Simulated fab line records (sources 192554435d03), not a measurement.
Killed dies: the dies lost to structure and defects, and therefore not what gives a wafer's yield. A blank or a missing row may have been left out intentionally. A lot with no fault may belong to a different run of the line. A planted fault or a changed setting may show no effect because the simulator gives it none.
fab line records | flow n5_finfet | part 2 of 2: steps 5 to 6 of 6
record lots=24 | wafers=72 | last_day=17
route steps=1938 shown PMOS_HMC_CHANNEL_EPI@87 FIN_SAQP@120
lots untouched by any fault: they come from a run of this same line in which no faults occurred
start_h: hours from the record's first day to the start of the lot's first wafer shown | wait_h: hours from the lot's prior step to this one | " repeats the value in the row above | L1.1+2: a single row standing in for several wafers | - value missing, or start not given | * or withheld: withheld | < > ~ a bound
route shown NAME@n: NAME is a module with steps in the file, n the number in the route of the first one | usual: mean/standard deviation taken from wafers without a fault | same: alike in all rows | chamber/n: place in a boat | sites: the reading at each site | _std_site: standard deviation of those values | _edge_site: inner sites' mean taken away from outer sites' mean | radius_mm: for every site, how far away it sits from the centre of the wafer | mask NAME#n: copy n | behind: the last tool/chamber to shape the wafer | hold: why the lot was held/for how many hours/how that ended | device: which transistor (n, p or np) failed to switch | end of line: tests run on the same wafers once the route is complete | for a step that has no rows: nothing shown but its recipe | killed: count of dies lost to structure and defects at first sort (not the wafer's yield) | map: dies across one wafer; x = killed, . = not, _ = none there
set.NAME: setting as actually run; set.NAME@STEP: the setting as run at that earlier step | model.NAME: the simulator's own value behind a step, which no gauge read
one table for each step of the route and one row for each wafer, over a sample of lots
services: a tool's chamber out of use, with start hour (start_h, from the record's first day; less than 0 if before it), hours out, and reason
## steps
# step N5_FIN_SAQP_HM_OPEN_33
# recipe chemistry=CH3F/O2 | target=SiNx | mask_material=SiO2 | target_depth_a=494 | time_s=70.6 | pressure_mtorr=30 | source_w=395 | bias_w=73 | Ar_flow_sccm=150 | CH3F_flow_sccm=30 | O2_flow_sccm=20 | ion_energy_ev=120 | ends=cleared
# usual drypump_motor_current_A=5.7/0.42 | etch_rf_on_time_s=69.9/2 | oes_product_au=0.66/0.081 | rf_vpp_V=298/8.9 | showerhead_plenum_p_Torr=2.01/0.045 | throttle_valve_pct=16.43/0.19
lot.wafer | tool        | chamber | start_h | wait_h | drypump_motor_current_A | etch_rf_on_time_s | oes_product_au | rf_hours_counter_h | rf_vpp_V | showerhead_plenum_p_Torr | throttle_valve_pct
L074.1    | rie_diel-04 | 0       | 27.21   | 0.1    | 4.8                     | 67.8              | 0.80           | 17                 | 305      | 2.05                     | 16.13
L074.2    | "           | 1       | "       | "      | 5.3                     | 68.9              | 0.59           | 245                | 303      | 1.98                     | 16.88
L074.4    | "           | 3       | "       | "      | 6.3                     | 70.3              | 0.64           | 180                | 306      | 2.07                     | 16.33
L075.3    | rie_diel-04 | 3       | 32.86   | 0.2    | 6.3                     | 66.8              | 0.64           | 182                | 305      | 2.07                     | 16.32
L075.4    | "           | 1       | "       | "      | 5.3                     | 68.1              | 0.60           | 247                | 301      | 1.98                     | 16.87
L075.6    | "           | 1       | "       | "      | 5.3                     | 68.0              | 0.60           | -                  | 302      | 1.98                     | 16.87
L076.2    | rie_diel-05 | 3       | 38.95   | 0.1    | 5.8                     | 70.4              | 0.63           | 133                | 293      | 2.00                     | 16.57
L076.3    | "           | 2       | "       | "      | 5.3                     | 70.1              | 0.68           | 70                 | 294      | 2.02                     | 16.18
L076.5    | "           | 3       | "       | "      | 5.8                     | 69.9              | 0.63           | -                  | 294      | 2.00                     | 16.58
L077.4    | rie_diel-03 | 2       | 45.21   | 0.0    | 5.3                     | 67.9              | 0.63           | 182                | 302      | 2.05                     | 16.47
L077.5    | "           | 2       | "       | "      | 5.4                     | 67.7              | 0.63           | -                  | 303      | 2.05                     | 16.47
L077.6    | "           | 1       | "       | "      | 6.3                     | 67.1              | 0.77           | -                  | 312      | 2.04                     | 16.20
L078.1    | rie_diel-03 | 2       | 51.93   | 0.1    | 5.3                     | 69.6              | 0.62           | 184                | 304      | 2.05                     | 16.47
L078.2    | "           | 0       | "       | "      | 5.8                     | 73.7              | 0.59           | 202                | 287      | 1.99                     | 16.50
L078.6    | "           | 2       | "       | "      | 5.4                     | 70.6              | 0.62           | -                  | 305      | 2.05                     | 16.46
L079.2    | rie_diel-05 | 3       | 57.31   | 0.0    | 5.8                     | 70.1              | 0.63           | 138                | 292      | 2.00                     | 16.58
L079.3    | "           | 2       | "       | "      | 5.3                     | 70.0              | 0.68           | 75                 | 293      | 2.02                     | 16.18
L079.6    | "           | 1       | "       | "      | 5.3                     | 68.6              | 0.59           | -                  | 285      | 2.07                     | 16.76
L080.2    | rie_diel-04 | 3       | 61.70   | 0.0    | 6.3                     | 69.1              | 0.63           | 193                | 306      | 2.06                     | 16.37
L080.3    | "           | 2       | "       | "      | 5.5                     | 68.9              | 0.59           | 245                | 295      | 1.95                     | 16.70
L080.6    | "           | 0       | "       | "      | 4.8                     | 67.2              | 0.78           | -                  | 304      | 2.04                     | 16.14
L081.2    | rie_diel-03 | 3       | 68.21   | 0.0    | 5.5                     | 69.2              | 0.58           | 239                | 302      | 2.06                     | 16.68
L081.5    | "           | 2       | "       | "      | 5.3                     | 69.5              | 0.62           | -                  | 303      | 2.05                     | 16.49
L081.6    | "           | 1       | "       | "      | 6.3                     | 70.6              | 0.75           | -                  | 310      | 2.03                     | 16.24
L082.1    | rie_diel-03 | 0       | 73.09   | 0.0    | 5.8                     | 73.2              | 0.58           | 210                | 287      | 1.99                     | 16.50
L082.3    | "           | 3       | "       | "      | 5.5                     | 69.0              | 0.57           | 240                | 300      | 2.06                     | 16.66
L082.4    | "           | 1       | "       | "      | 6.3                     | 72.0              | 0.75           | 39                 | 310      | 2.03                     | 16.23
L083.1    | rie_diel-05 | 3       | 81.90   | 0.0    | 5.8                     | 69.9              | 0.63           | 147                | 294      | 2.00                     | 16.61
L083.2    | "           | 2       | "       | "      | 5.3                     | 72.0              | 0.67           | 83                 | 295      | 2.02                     | 16.21
L083.4    | "           | 1       | "       | "      | 5.2                     | 69.6              | 0.59           | 240                | 285      | 2.07                     | 16.79
L084.2    | rie_diel-05 | 2       | 85.08   | 0.1    | 5.3                     | 71.3              | 0.67           | 85                 | 293      | 2.01                     | 16.20
L084.3    | "           | 3       | "       | "      | 5.8                     | 70.8              | 0.62           | 149                | 294      | 2.00                     | 16.62
L084.6    | "           | 1       | "       | "      | 5.3                     | 70.5              | 0.58           | -                  | 285      | 2.07                     | 16.77
L085.1    | rie_diel-05 | 3       | 105.19  | 0.2    | 5.8                     | 68.9              | 0.63           | 154                | 293      | 2.00                     | 16.61
L085.3    | "           | 2       | "       | "      | 5.3                     | 71.2              | 0.66           | 90                 | 293      | 2.01                     | 16.22
L085.4    | "           | 0       | "       | "      | 6.0                     | 70.9              | 0.62           | 157                | 289      | 1.90                     | 16.34
L086.2    | rie_diel-03 | 0       | 107.97  | 0.0    | 5.8                     | 72.7              | 0.57           | 223                | 286      | 1.98                     | 16.53
L086.4    | "           | 2       | "       | "      | 5.4                     | 68.7              | 0.61           | -                  | 303      | 2.05                     | 16.53
L086.6    | "           | 0       | "       | "      | 5.8                     | 72.0              | 0.57           | -                  | 287      | 1.98                     | 16.54
L087.3    | rie_diel-03 | 2       | 108.28  | 0.0    | 5.4                     | 69.4              | 0.61           | 204                | 304      | 2.05                     | 16.52
L087.5    | "           | 1       | "       | "      | 6.3                     | 71.3              | 0.74           | -                  | 314      | 2.03                     | 16.26
L087.6    | "           | 0       | "       | "      | 5.8                     | 74.0              | 0.58           | -                  | 286      | 1.98                     | 16.54
L088.1    | rie_diel-03 | 2       | 113.50  | 0.0    | 5.3                     | 67.5              | 0.61           | 207                | 303      | 2.04                     | 16.53
L088.5    | "           | 2       | "       | "      | 5.4                     | 68.9              | 0.61           | -                  | 303      | 2.05                     | 16.54
L088.6    | "           | 1       | "       | "      | 6.3                     | 70.8              | 0.73           | -                  | 312      | 2.03                     | 16.28
L089.3    | rie_diel-05 | 3       | 119.12  | 0.0    | 5.8                     | 71.2              | 0.62           | 159                | 293      | 2.00                     | 16.64
L089.4    | "           | 3       | "       | "      | 5.8                     | 71.6              | 0.62           | -                  | 293      | 2.00                     | 16.64
L089.6    | "           | 2       | "       | "      | 5.3                     | 73.3              | 0.66           | -                  | 295      | 2.01                     | 16.23
L090.2    | rie_diel-03 | 0       | 123.20  | 0.0    | 5.8                     | 73.0              | 0.57           | 230                | 288      | 1.98                     | 16.54
L090.4    | "           | 1       | "       | "      | 6.3                     | 71.6              | 0.72           | 58                 | 311      | 2.03                     | 16.29
L090.5    | "           | 2       | "       | "      | 5.4                     | 71.0              | 0.60           | -                  | 301      | 2.04                     | 16.53
L091.1    | rie_diel-03 | 0       | 128.15  | 0.0    | 5.8                     | 72.6              | 0.57           | 232                | 286      | 1.98                     | 16.55
L091.2    | "           | 3       | "       | "      | 5.4                     | 64.5              | 0.85           | 3                  | 301      | 2.05                     | 16.21
L091.6    | "           | 0       | "       | "      | 5.8                     | 73.9              | 0.57           | -                  | 289      | 1.98                     | 16.56
L092.1    | rie_diel-05 | 1       | 135.41  | 0.0    | 5.3                     | 67.4              | 0.84           | 1                  | 287      | 2.06                     | 16.41
L092.4    | "           | 2       | "       | "      | 5.3                     | 72.3              | 0.65           | 103                | 294      | 2.01                     | 16.24
L092.6    | "           | 1       | "       | "      | 5.2                     | 66.9              | 0.85           | -                  | 285      | 2.06                     | 16.41
L093.1    | rie_diel-05 | 0       | 140.98  | 0.1    | 6.0                     | 70.9              | 0.61           | 171                | 290      | 1.90                     | 16.34
L093.3    | "           | 1       | "       | "      | 5.3                     | 67.5              | 0.83           | 4                  | 285      | 2.06                     | 16.41
L093.4    | "           | 2       | "       | "      | 5.3                     | 72.9              | 0.65           | 105                | 293      | 2.01                     | 16.24
L094.2    | rie_diel-03 | 3       | 145.34  | 0.0    | 5.5                     | 65.8              | 0.82           | 9                  | 302      | 2.05                     | 16.23
L094.3    | "           | 1       | "       | "      | 6.3                     | 69.0              | 0.71           | 66                 | 312      | 2.02                     | 16.29
L094.5    | "           | 0       | "       | "      | 5.8                     | 72.5              | 0.56           | -                  | 289      | 1.98                     | 16.57
L095.4    | rie_diel-03 | 3       | 152.19  | 0.1    | 5.4                     | 67.5              | 0.81           | 12                 | 300      | 2.05                     | 16.24
L095.5    | "           | 1       | "       | "      | 6.3                     | 69.7              | 0.72           | -                  | 311      | 2.02                     | 16.29
L095.6    | "           | 2       | "       | "      | 5.4                     | 71.0              | 0.60           | -                  | 303      | 2.04                     | 16.55
L096.4    | rie_diel-03 | 2       | 157.11  | 0.0    | 5.3                     | 69.6              | 0.59           | 224                | 303      | 2.04                     | 16.55
L096.5    | "           | 0       | "       | "      | 5.8                     | 73.4              | 0.56           | -                  | 286      | 1.98                     | 16.56
L096.6    | "           | 1       | "       | "      | 6.3                     | 70.7              | 0.71           | -                  | 312      | 2.02                     | 16.28
L097.1    | rie_diel-03 | 1       | 165.60  | 0.3    | 6.3                     | 67.9              | 0.70           | 72                 | 311      | 2.02                     | 16.31
L097.4    | "           | 3       | "       | "      | 5.5                     | 65.6              | 0.80           | 17                 | 300      | 2.05                     | 16.25
L097.5    | "           | 0       | "       | "      | 5.8                     | 72.8              | 0.56           | -                  | 287      | 1.98                     | 16.57
# step N5_FIN_SAQP_ETCH_64
# recipe chemistry=CF4 | target=SiO2 | target_depth_a=15 | ion_energy_ev=350 | pressure_mtorr=10 | icp_w=800 | bias_w=400 | cf4_flow_sccm=80
# usual drypump_motor_current_A=5.8/0.41 | oes_product_au=1.015/0.03 | throttle_valve_pct=21.79/0.27
lot.wafer | tool      | chamber | start_h | wait_h | drypump_motor_current_A | oes_product_au | rf_hours_counter_h | throttle_valve_pct
L074.1    | rie_si-04 | 3       | 27.47   | 0.0    | 5.4                     | 1.047          | 95                 | 21.97
L074.2    | "         | 0       | "       | "      | 5.7                     | 1.006          | 66                 | 21.48
L074.4    | "         | 1       | "       | "      | 6.4                     | 0.981          | 47                 | 22.09
L075.3    | rie_si-04 | 2       | 33.13   | 0.0    | 5.7                     | 1.046          | 98                 | 21.69
L075.4    | "         | 3       | "       | "      | 5.3                     | 1.044          | 95                 | 21.99
L075.6    | "         | 0       | "       | "      | 5.7                     | 1.008          | -                  | 21.49
L076.2    | rie_si-05 | 1       | 39.21   | 0.0    | 5.2                     | 1.039          | 120                | 21.63
L076.3    | "         | 2       | "       | "      | 5.4                     | 1.036          | 195                | 21.89
L076.5    | "         | 0       | "       | "      | 5.7                     | 0.984          | -                  | 21.47
L077.4    | rie_si-04 | 3       | 45.47   | 0.0    | 5.3                     | 1.036          | 96                 | 21.97
L077.5    | "         | 0       | "       | "      | 5.7                     | 1.006          | -                  | 21.47
L077.6    | "         | 3       | "       | "      | 5.4                     | 1.029          | -                  | 21.98
L078.1    | rie_si-04 | 0       | 52.19   | 0.0    | 5.7                     | 1.017          | 66                 | 21.47
L078.2    | "         | 2       | "       | "      | 5.8                     | 1.045          | 98                 | 21.68
L078.6    | "         | 1       | "       | "      | 6.4                     | 0.970          | -                  | 22.09
L079.2    | rie_si-03 | 3       | 57.57   | 0.0    | 6.2                     | 1.036          | 180                | 21.60
L079.3    | "         | 1       | "       | "      | 5.7                     | 1.029          | 94                 | 21.42
L079.6    | "         | 1       | "       | "      | 5.7                     | 1.032          | -                  | 21.44
L080.2    | rie_si-04 | 3       | 61.97   | 0.0    | 5.4                     | 1.045          | 96                 | 21.99
L080.3    | "         | 1       | "       | "      | 6.4                     | 0.981          | 48                 | 22.08
L080.6    | "         | 3       | "       | "      | 5.4                     | 1.033          | -                  | 21.98
L081.2    | rie_si-04 | 0       | 68.48   | 0.0    | 5.7                     | 1.001          | 67                 | 21.50
L081.5    | "         | 1       | "       | "      | 6.4                     | 0.975          | -                  | 22.09
L081.6    | "         | 0       | "       | "      | 5.7                     | 1.013          | -                  | 21.49
L082.1    | rie_si-03 | 2       | 73.35   | 0.0    | 6.5                     | 0.986          | 20                 | 22.22
L082.3    | "         | 0       | "       | "      | 6.1                     | 0.951          | 103                | 21.46
L082.4    | "         | 1       | "       | "      | 5.8                     | 1.016          | 95                 | 21.42
L083.1    | rie_si-05 | 0       | 82.16   | 0.0    | 5.7                     | 0.980          | 0                  | 21.65
L083.2    | "         | 2       | "       | "      | 5.4                     | 1.015          | 196                | 21.90
L083.4    | "         | 3       | "       | "      | 6.4                     | 1.006          | 24                 | 22.30
L084.2    | rie_si-04 | 3       | 85.34   | 0.0    | 5.4                     | 1.046          | 97                 | 21.98
L084.3    | "         | 0       | "       | "      | 5.7                     | 1.004          | 67                 | 21.49
L084.6    | "         | 3       | "       | "      | 5.3                     | 1.030          | -                  | 21.99
L085.1    | rie_si-05 | 0       | 105.46  | 0.0    | 5.7                     | 0.993          | 1                  | 21.66
L085.3    | "         | 3       | "       | "      | 6.4                     | 1.017          | 24                 | 22.31
L085.4    | "         | 2       | "       | "      | 5.3                     | 1.021          | 196                | 21.88
L086.2    | rie_si-05 | 3       | 108.24  | 0.0    | 6.4                     | 1.014          | 24                 | 22.30
L086.4    | "         | 0       | "       | "      | 5.7                     | 0.979          | 1                  | 21.67
L086.6    | "         | 2       | "       | "      | 5.4                     | 1.017          | -                  | 21.87
L087.3    | rie_si-04 | 2       | 108.54  | 0.0    | 5.7                     | 1.054          | 99                 | 21.71
L087.5    | "         | 3       | "       | "      | 5.4                     | 1.046          | -                  | 21.99
L087.6    | "         | 2       | "       | "      | 5.7                     | 1.056          | -                  | 21.69
L088.1    | rie_si-04 | 1       | 113.77  | 0.0    | 6.4                     | 0.977          | 48                 | 22.08
L088.5    | "         | 3       | "       | "      | 5.4                     | 1.040          | -                  | 21.98
L088.6    | "         | 0       | "       | "      | 5.7                     | 1.012          | -                  | 21.48
L089.3    | rie_si-05 | 2       | 119.38  | 0.0    | 5.3                     | 1.024          | 196                | 21.89
L089.4    | "         | 1       | "       | "      | 5.2                     | 1.034          | 122                | 21.65
L089.6    | "         | 3       | "       | "      | 6.4                     | 1.014          | -                  | 22.31
L090.2    | rie_si-04 | 2       | 123.46  | 0.0    | 5.7                     | 1.043          | 99                 | 21.70
L090.4    | "         | 1       | "       | "      | 6.4                     | 0.984          | 49                 | 22.09
L090.5    | "         | 2       | "       | "      | 5.7                     | 1.040          | -                  | 21.69
L091.1    | rie_si-03 | 3       | 128.42  | 0.0    | 6.2                     | 1.020          | 182                | 21.62
L091.2    | "         | 0       | "       | "      | 6.1                     | 0.948          | 104                | 21.44
L091.6    | "         | 2       | "       | "      | 6.5                     | 0.969          | -                  | 22.21
L092.1    | rie_si-03 | 3       | 135.68  | 0.0    | 6.2                     | 1.021          | 182                | 21.61
L092.4    | "         | 0       | "       | "      | 6.1                     | 0.954          | 104                | 21.41
L092.6    | "         | 0       | "       | "      | 6.1                     | 0.954          | -                  | 21.44
L093.1    | rie_si-04 | 1       | 141.25  | 0.0    | 6.4                     | 0.977          | 49                 | 22.10
L093.3    | "         | 2       | "       | "      | 5.7                     | 1.056          | 100                | 21.70
L093.4    | "         | 3       | "       | "      | 5.4                     | 1.039          | 98                 | 21.98
L094.2    | rie_si-04 | 1       | 145.61  | 0.0    | 6.5                     | 0.983          | 49                 | 22.11
L094.3    | "         | 3       | "       | "      | 5.4                     | 1.047          | 98                 | 21.99
L094.5    | "         | 0       | "       | "      | 5.7                     | 1.016          | -                  | 21.49
L095.4    | rie_si-05 | 0       | 152.47  | 0.0    | 5.7                     | 0.981          | -                  | 21.66
L095.5    | "         | 1       | "       | "      | 5.2                     | 1.038          | -                  | 21.65
L095.6    | "         | 3       | "       | "      | 6.4                     | 1.017          | -                  | 22.31
L096.4    | rie_si-04 | 1       | 157.38  | 0.0    | 6.4                     | 0.983          | 49                 | 22.10
L096.5    | "         | 3       | "       | "      | 5.4                     | 1.041          | -                  | 21.99
L096.6    | "         | 2       | "       | "      | 5.7                     | 1.055          | -                  | 21.69
L097.1    | rie_si-05 | 1       | 165.86  | 0.0    | 5.2                     | 1.048          | 123                | 21.64
L097.4    | "         | 2       | "       | "      | 5.3                     | 1.008          | 0                  | 21.80
L097.5    | "         | 1       | "       | "      | 5.2                     | 1.049          | -                  | 21.65
## services
tool          | chamber | start_h | hours | kind
rie_si-04     | 1       | -3.34   | 4.1   | repair
epi_rpcvd-03  | -       | 6.55    | 2.8   | pm
vapor_etch-02 | -       | 21.22   | 14.6  | pm
rie_si-03     | -       | 31.87   | 15.6  | pm
rie_si-05     | 2       | 44.85   | 17.9  | repair
rie_si-05     | 0       | 62.72   | -     | clean
rie_si-05     | 0       | 62.72   | -     | consumable_replace:focus_ring
rie_si-05     | 0       | 62.72   | 15.3  | scheduled_down
rie_si-05     | 0       | 62.72   | 15.3  | vent_cycle
rie_diel-05   | 0       | 63.64   | 5.0   | repair
vapor_etch-01 | -       | 67.59   | 0.8   | repair
vapor_etch-02 | 0       | 75.10   | 0.7   | repair
vapor_etch-01 | -       | 78.54   | 0.8   | repair
rie_si-05     | 3       | 84.61   | 8.1   | repair
vapor_etch-01 | -       | 86.88   | 14.6  | pm
epi_rpcvd-03  | -       | 94.09   | 1.0   | repair
rie_si-03     | -       | 101.71  | 0.5   | repair
rie_si-05     | 2       | 132.27  | -     | clean
rie_si-05     | 2       | 132.27  | -     | consumable_replace:esc
rie_si-05     | 2       | 132.27  | 24.3  | scheduled_down
rie_si-05     | 2       | 132.27  | 24.3  | vent_cycle
rie_diel-04   | 3       | 149.33  | 7.2   | repair
rie_si-03     | 1       | 149.80  | 2.6   | repair
rie_si-04     | 0       | 158.09  | 3.1   | repair
